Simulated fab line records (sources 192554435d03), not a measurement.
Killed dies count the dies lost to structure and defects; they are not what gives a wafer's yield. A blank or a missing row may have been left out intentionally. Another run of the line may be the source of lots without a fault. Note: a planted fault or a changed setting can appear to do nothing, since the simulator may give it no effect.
fab line records	flow n5_finfet
[record] lots = 14	wafers = 38	last_day = 18
route steps=1938 shown BEOL_M0@720 BEOL_M4@1111
lots with no fault: from the same line, run without faults
start_h: hours from the record's first day to the start of the lot's first wafer shown	wait_h: how many hours have passed since the lot's step before this one	" identical to the entry in the row above	L1.1+2: one row covering several wafers at once	- no value, or no start was given	* or withheld: withheld	< > ~ a bound
route shown NAME@n: names a module that has steps shown in the file, with the first one's number in the route	usual: mean and standard deviation over wafers with no fault	same: alike in all rows	chamber/n: place in a boat	sites: readings site by site	_std_site: standard deviation of those values	_edge_site: outer sites' mean less inner sites'	radius_mm: how far each site lies from the wafer's centre	mask NAME#n: copy n	behind: the last tool/chamber to shape the wafer	hold: reason for holding the lot/hours on hold/outcome of the hold	device: which transistor (n, p or np) failed to switch	end of line: the route-end tests of the same wafers	a step given without rows: its recipe and nothing more	killed: the dies lost at the first sort to structure and to defects; this is not the yield of the wafer	map: a wafer's dies, marking killed ones x, the rest . and places with no die _
set.NAME: the setting the step ran with; set.NAME@STEP: the setting that earlier step ran with	model.NAME: the simulator's own value behind a step, which no gauge read
a sample of lots followed through the steps of the route, with each step as a table and each wafer as a row
services: when a tool's chamber went out of use (start_h, in hours from the record's first day, below 0 if earlier), for how many hours, and the reason
[[steps]]
[step N5_BEOL_M0_ETCH_128]
[recipe] chemistry = CF4/N2	target_depth_a = 120	overetch_a = 51	target = SiCN	time_s = 21.4	ion_energy_ev = 150	pressure_mtorr = 40	source_w = 430	bias_w = 70	Ar_flow_sccm = 100	cf4_flow_sccm = 60	n2_flow_sccm = 60
[usual] drypump_motor_current_A = 5.7/0.63	oes_product_au = 0.57/0.056	rf_vpp_V = 381.4/1.7	showerhead_plenum_p_Torr = 2.17/0.066	throttle_valve_pct = 15.42/0.23
lot.wafer	tool	chamber	start_h	wait_h	drypump_motor_current_A	oes_product_au	rf_hours_counter_h	rf_vpp_V	showerhead_plenum_p_Torr	throttle_valve_pct
L180.2	rie_diel-06	3	115.09	0.0	6.7	0.48	244	382.4	2.17	15.77
L180.3	"	1	"	"	4.8	0.59	69	380.7	2.15	15.39
L180.4	"	0	"	"	5.2	0.61	37	380.8	2.17	15.38
L181.3	rie_diel-04	0	119.53	0.0	5.5	0.53	123	379.9	2.13	15.42
L181.5	"	1	"	"	6.1	0.62	-	383.1	2.16	15.15
L182.1	rie_diel-03	1	132.31	0.3	6.6	0.47	211	380.6	2.10	15.71
L182.2	"	0	"	"	5.0	0.62	22	383.5	2.26	15.48
L182.5	"	0	"	"	5.0	0.62	-	382.9	2.26	15.46
L183.1	rie_diel-03	2	135.63	0.5	4.8	0.64	15	379.8	2.16	14.98
L183.2	"	0	"	"	5.0	0.62	23	382.8	2.26	15.47
L183.3	"	3	"	"	6.5	0.65	5	387.2	2.35	15.08
L184.3	rie_diel-04	3	141.54	0.6	5.6	0.59	51	382.0	2.16	15.55
L184.5	"	0	"	"	5.5	0.53	-	378.7	2.13	15.44
L184.6	"	3	"	"	5.6	0.60	-	382.3	2.16	15.54
L186.2	rie_diel-06	2	158.82	0.0	5.3	0.50	216	380.8	2.10	15.69
L186.4	"	1	"	"	4.9	0.57	88	381.9	2.14	15.43
L186.5	"	0	"	"	5.1	0.58	-	380.0	2.17	15.40
L185.1	rie_diel-04	3	159.23	0.0	5.7	0.57	58	379.4	2.16	15.57
L185.4	"	1	"	"	6.2	0.58	43	380.8	2.16	15.18
L185.6	"	0	"	"	5.5	0.51	-	379.9	2.13	15.43
L187.1	rie_diel-03	1	162.37	0.2	6.6	0.48	222	379.7	2.10	15.72
L187.2	"	3	"	"	6.5	0.62	14	384.2	2.35	15.11
L187.3	"	0	"	"	5.0	0.60	33	384.7	2.25	15.50
L189.2	rie_diel-06	3	168.99	0.8	6.7	0.67	8	381.7	2.16	15.31
L189.5	"	2	"	"	5.4	0.50	-	380.1	2.10	15.68
L189.6	"	1	"	"	4.9	0.57	-	381.3	2.14	15.42
L188.1	rie_diel-03	1	169.10	0.6	6.6	0.47	225	379.9	2.10	15.73
L188.3	"	2	"	"	4.8	0.62	28	380.9	2.16	14.99
L188.6	"	2	"	"	4.8	0.63	-	381.2	2.16	15.00
L190.3	rie_diel-06	1	179.01	0.0	4.9	0.56	95	379.7	2.14	15.44
L190.6	"	3	"	"	6.7	0.65	-	382.5	2.16	15.33
L199.1	rie_diel-06	1	240.64	0.3	4.8	0.54	115	381.7	2.13	15.46
L199.3	"	3	"	"	6.7	0.63	33	381.2	2.15	15.35
L201.2	rie_diel-03	3	245.42	0.0	6.5	0.58	45	384.4	2.33	15.16
L201.3	"	0	"	"	5.0	0.58	63	382.5	2.24	15.56
L202.2	rie_diel-03	3	252.35	0.4	6.5	0.59	48	386.5	2.33	15.18
L202.4	"	0	"	"	5.0	0.58	-	383.7	2.24	15.57
L202.6	"	2	"	"	4.8	0.60	-	380.3	2.15	15.06
[step N5_BEOL_M0_PRE_CLEAN_113]
[recipe] gas = H2/He	time_s = 30	temp_c = 250
[usual] heater_power_w = 330/40
lot.wafer	tool	chamber	start_h	wait_h	heater_power_w
L180.2	pvd_sputter-02	-	116.06	0.0	393
L180.3	"	-	"	"	316
L180.4	"	-	"	"	316
L181.3	pvd_sputter-01	-	120.56	0.0	318
L181.5	"	-	"	"	380
L182.1	pvd_sputter-02	-	133.23	0.0	305
L182.2	"	-	"	"	278
L182.5	"	-	"	"	387
L183.1	pvd_sputter-01	-	136.54	0.0	278
L183.2	"	-	"	"	327
L183.3	"	-	"	"	393
L184.3	pvd_sputter-01	-	143.69	0.0	286
L184.5	"	-	"	"	323
L184.6	"	-	"	"	285
L186.2	pvd_sputter-03	-	159.76	0.0	325
L186.4	"	-	"	"	370
L186.5	"	-	"	"	266
L185.1	pvd_sputter-02	-	160.20	0.0	391
L185.4	"	-	"	"	320
L185.6	"	-	"	"	314
L187.1	pvd_sputter-01	-	163.66	0.0	293
L187.2	"	-	"	"	326
L187.3	"	-	"	"	323
L189.2	pvd_sputter-01	-	169.74	0.0	329
L189.5	"	-	"	"	315
L189.6	"	-	"	"	318
L188.1	pvd_sputter-02	-	169.76	0.0	314
L188.3	"	-	"	"	392
L188.6	"	-	"	"	399
L190.3	pvd_sputter-01	-	179.52	0.0	390
L190.6	"	-	"	"	323
L199.1	pvd_sputter-02	-	241.31	0.0	325
L199.3	"	-	"	"	284
L201.2	pvd_sputter-03	-	246.19	0.0	387
L201.3	"	-	"	"	278
L202.2	pvd_sputter-01	-	254.65	0.0	323
L202.4	"	-	"	"	287
L202.6	"	-	"	"	318
[step N5_BEOL_M0_CVD_115]
[recipe] material = Co	target_thk_a = *	temp_c = withheld	precursor = CCTBA/H2	pressure_torr = 30	time_s = 120
[usual] run_length_s = 143.0/0.43
lot.wafer	tool	chamber	start_h	wait_h	run_length_s
L180.2	cvd_co-01	2	116.40	0.0	144.1
L180.3	"	0	"	"	142.5
L180.4	"	0	"	"	142.4
L181.3	cvd_co-02	2	120.97	0.1	143.0
L181.5	"	0	"	"	143.7
L182.1	cvd_co-01	0	133.93	0.3	142.2
L182.2	"	1	"	"	143.3
L182.5	"	0	"	"	142.2
L183.1	cvd_co-01	2	137.04	0.0	143.4
L183.2	"	1	"	"	142.7
L183.3	"	0	"	"	142.5
L184.3	cvd_co-02	2	144.07	0.0	143.1
L184.5	"	0	"	"	143.3
L184.6	"	2	"	"	143.1
L186.2	cvd_co-01	2	160.10	0.0	143.2
L186.4	"	2	"	"	143.5
L186.5	"	0	"	"	142.2
L185.1	cvd_co-01	0	160.55	0.0	142.2
L185.4	"	2	"	"	143.1
L185.6	"	2	"	"	143.5
L187.1	cvd_co-02	1	164.42	0.3	143.1
L187.2	"	0	"	"	143.2
L187.3	"	2	"	"	142.5
L189.2	cvd_co-02	1	170.20	0.0	143.5
L189.5	"	0	"	"	143.2
L189.6	"	1	"	"	142.9
L188.1	cvd_co-02	1	170.34	0.0	142.6
L188.3	"	2	"	"	142.8
L188.6	"	1	"	"	142.9
L190.3	cvd_co-02	2	181.45	0.1	143.0
L190.6	"	2	"	"	142.7
L199.1	cvd_co-01	0	243.18	0.3	142.5
L199.3	"	2	"	"	73.2
L201.2	cvd_co-01	1	246.64	0.1	71.9
L201.3	"	2	"	"	73.1
L202.2	cvd_co-02	1	255.39	0.3	142.7
L202.4	"	2	"	"	142.8
L202.6	"	1	"	"	143.0
[step N5_BEOL_M0_ANNEAL_135]
[recipe] temp_c = 400	time_s = 60	ambient = vacuum
[usual] heater_power_w = 829/100
lot.wafer	tool	chamber	start_h	wait_h	heater_power_w
L180.2	pvd_sputter-02	-	116.84	0.0	789
L180.3	"	-	"	"	692
L180.4	"	-	"	"	788
L181.3	pvd_sputter-03	-	121.39	0.0	939
L181.5	"	-	"	"	983
L182.1	pvd_sputter-03	-	134.48	0.0	980
L182.2	"	-	"	"	922
L182.5	"	-	"	"	822
L183.1	pvd_sputter-02	-	137.71	0.0	675
L183.2	"	-	"	"	822
L183.3	"	-	"	"	783
L184.3	pvd_sputter-02	-	144.55	0.0	789
L184.5	"	-	"	"	798
L184.6	"	-	"	"	982
L186.2	pvd_sputter-03	-	160.57	0.0	669
L186.4	"	-	"	"	972
L186.5	"	-	"	"	681
L185.1	pvd_sputter-03	-	161.01	0.0	687
L185.4	"	-	"	"	927
L185.6	"	-	"	"	687
L187.1	pvd_sputter-01	-	165.04	0.0	787
L187.2	"	-	"	"	817
L187.3	"	-	"	"	689
L189.2	pvd_sputter-02	-	170.72	0.0	810
L189.5	"	-	"	"	804
L189.6	"	-	"	"	986
L188.1	pvd_sputter-02	-	171.20	0.0	802
L188.3	"	-	"	"	797
L188.6	"	-	"	"	985
L190.3	pvd_sputter-03	-	181.89	0.0	968
L190.6	"	-	"	"	912
L199.1	pvd_sputter-01	-	245.09	0.0	805
L199.3	"	-	"	"	992
L201.2	pvd_sputter-01	-	247.15	0.0	783
L201.3	"	-	"	"	978
L202.2	pvd_sputter-01	-	255.81	0.0	989
L202.4	"	-	"	"	799
L202.6	"	-	"	"	811
[step N5_BEOL_M4_RC_MEAS_101]
[usual] DIBL_N = 36.0/1.6	DIBL_P = 36.1/2	IOFF_N = 0.160/0.029	IOFF_P = 0.21/0.039	ION_N = 675/13	ION_P = 464/8.8	SS_N = 71.5/0.58	SS_P = 73.3/0.65	VT_N = 250/3.3	VT_P = -249/3.6
lot.wafer	tool	chamber	start_h	wait_h	DIBL_N[mV/V]	DIBL_P[mV/V]	IOFF_N[nA/um]	IOFF_P[nA/um]	ION_N[uA/um]	ION_P[uA/um]	SS_N[mV/dec]	SS_P[mV/dec]	VT_N[mV]	VT_P[mV]
L180.2	prober-02	0	164.07	0.2	37.4	36.9	0.164	0.21	676	456	72.0	73.4	247	-252
L180.3	"	0	"	"	35.6	34.9	0.128	0.19	659	454	71.5	73.0	251	-253
L180.4	"	0	"	"	36.4	33.6	0.141	0.17	662	449	71.6	72.7	254	-255
L181.3	prober-01	0	169.61	0.3	37.5	36.4	0.174	0.24	666	460	71.8	74.0	251	-248
L181.5	"	0	"	"	36.0	34.5	0.149	0.21	667	460	71.1	72.7	251	-250
L182.1	prober-01	0	175.16	0.0	34.1	34.5	0.128	0.17	666	456	72.0	72.5	252	-252
L182.2	"	0	"	"	36.9	37.5	0.173	0.22	693	473	71.0	73.4	248	-248
L182.5	"	0	"	"	33.7	33.5	0.118	0.15	665	452	71.2	72.2	255	-255
L183.1	prober-02	0	186.81	0.0	34.2	34.1	0.121	0.15	653	451	71.7	72.7	254	-259
L183.2	"	0	"	"	36.3	36.7	0.150	0.18	673	456	72.6	74.0	252	-255
L183.3	"	0	"	"	33.9	33.6	0.110	0.14	649	448	71.4	72.3	255	-259
L184.3	prober-02	0	191.35	0.3	33.7	35.3	0.146	0.19	678	463	71.2	73.1	250	-252
L184.5	"	0	"	"	32.2	33.5	0.118	0.17	675	466	70.8	72.7	253	-250
L184.6	"	0	"	"	35.7	37.8	0.175	0.23	678	463	70.7	73.7	247	-249
L186.2	prober-01	0	204.50	0.2	36.7	38.2	0.177	0.22	677	454	70.9	74.5	250	-250
L186.4	"	0	"	"	35.7	37.7	0.172	0.22	671	461	71.7	73.8	249	-252
L186.5	"	0	"	"	34.9	35.4	0.150	0.18	657	447	71.5	73.5	252	-254
L185.1	prober-02	0	204.65	0.0	38.0	36.8	0.166	0.23	681	471	71.6	73.6	250	-248
L185.4	"	0	"	"	36.7	35.3	0.154	0.22	677	465	70.8	73.0	250	-249
L185.6	"	0	"	"	37.5	37.1	0.152	0.23	670	465	72.2	73.3	252	-247
L187.1	prober-02	0	209.07	0.0	38.5	37.3	0.190	0.25	671	466	72.3	74.0	248	-244
L187.2	"	0	"	"	37.1	36.6	0.154	0.24	660	461	72.0	73.3	250	-245
L187.3	"	0	"	"	36.1	35.6	0.140	0.23	665	467	71.3	73.6	250	-242
L188.1	prober-01	0	219.96	0.0	37.1	36.8	0.180	0.20	669	454	71.5	73.3	251	-251
L188.3	"	0	"	"	34.3	35.2	0.130	0.18	658	452	71.1	72.9	256	-250
L188.6	"	0	"	"	34.3	34.8	0.132	0.18	672	462	71.1	73.6	251	-252
L189.2	prober-02	0	220.17	0.2	35.8	35.5	0.150	0.20	677	467	71.9	73.4	249	-253
L189.5	"	0	"	"	37.9	37.8	0.186	0.24	688	472	72.2	73.6	245	-248
L189.6	"	0	"	"	38.2	37.7	0.192	0.24	688	466	71.8	73.8	245	-248
L190.3	prober-02	0	234.71	0.3	36.3	36.7	0.166	0.23	679	463	72.5	72.7	248	-246
L190.6	"	0	"	"	37.7	38.8	0.180	0.26	672	458	72.1	73.5	248	-247
L201.2	prober-02	0	294.61	0.2	31.8	33.0	0.115	0.18	667	461	70.8	72.4	256	-250
L201.3	"	0	"	"	32.8	34.9	0.123	0.21	663	468	71.1	73.2	254	-246
L199.1	prober-01	0	297.94	0.0	34.8	34.0	0.146	0.17	687	463	70.9	72.3	247	-252
L199.3	"	0	"	"	36.2	35.5	0.154	0.20	681	469	71.5	73.7	248	-250
L202.2	prober-02	0	303.43	0.2	34.6	33.6	0.128	0.19	664	462	70.7	72.0	253	-247
L202.4	"	0	"	"	35.0	35.3	0.139	0.21	657	458	71.5	72.9	253	-251
L202.6	"	0	"	"	37.1	37.7	0.180	0.25	682	465	71.9	74.1	247	-247
[[services]]
tool	chamber	start_h	hours	kind
cvd_co-02	1	93.53	3.2	repair
rie_diel-03	-	97.60	2.8	pm
rie_diel-03	3	101.64	-	clean
rie_diel-03	3	101.64	-	consumable_replace:focus_ring
rie_diel-03	3	101.64	-	consumable_replace:showerhead
cvd_co-02	1	114.67	-	clean
cvd_co-02	1	114.67	22.0	scheduled_down
cvd_co-02	1	114.67	22.0	vent_cycle
rie_diel-04	1	120.81	9.9	repair
rie_diel-06	3	135.20	-	clean
rie_diel-06	3	135.20	-	consumable_replace:focus_ring
rie_diel-06	3	135.20	16.4	scheduled_down
rie_diel-06	3	135.20	16.4	vent_cycle
rie_diel-04	0	148.13	8.1	repair
pvd_sputter-03	-	149.66	0.9	repair
cvd_co-01	1	151.35	13.2	repair
cvd_co-02	1	181.35	6.2	repair
cvd_co-02	-	186.63	0.6	repair
cvd_co-01	1	207.09	17.2	repair
rie_diel-04	2	239.29	-	clean
rie_diel-03	1	241.09	-	clean
rie_diel-03	1	241.09	-	consumable_replace:focus_ring
rie_diel-03	1	241.09	-	consumable_replace:showerhead
rie_diel-06	2	243.08	8.3	repair
[[key]]
[first_sign] step = N5_BEOL_M0_CVD_115	reading = run_length_s	direction = down	sigmas = 99+	usual = *	struck = *
effect none on later readings
met_at N5_BEOL_M0_CVD_115
struck_lots L199,L201
struck_wafers L199.3,L201.2,L201.3
sort_left_out L199.3,L201.2,L201.3
not_acting_at N5_BEOL_M0_ETCH_128,N5_BEOL_M0_PRE_CLEAN_113,N5_BEOL_M0_ANNEAL_135
onset_between 160.55 243.18
[fault] kind = process_parameter_drift	tool = cvd_co-01	chamber = -	onset_h = 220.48	steps = N5_BEOL_M0_CVD_115	channel = time_s	offset = *	shape = step	end_h = 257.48	scope = struck_wafers_only	acts_in = *	stated = *
// sort_left_out: the simulated sort isn't trusted on such a fault, so these wafers' sort isn't shown, and their yield isn't known
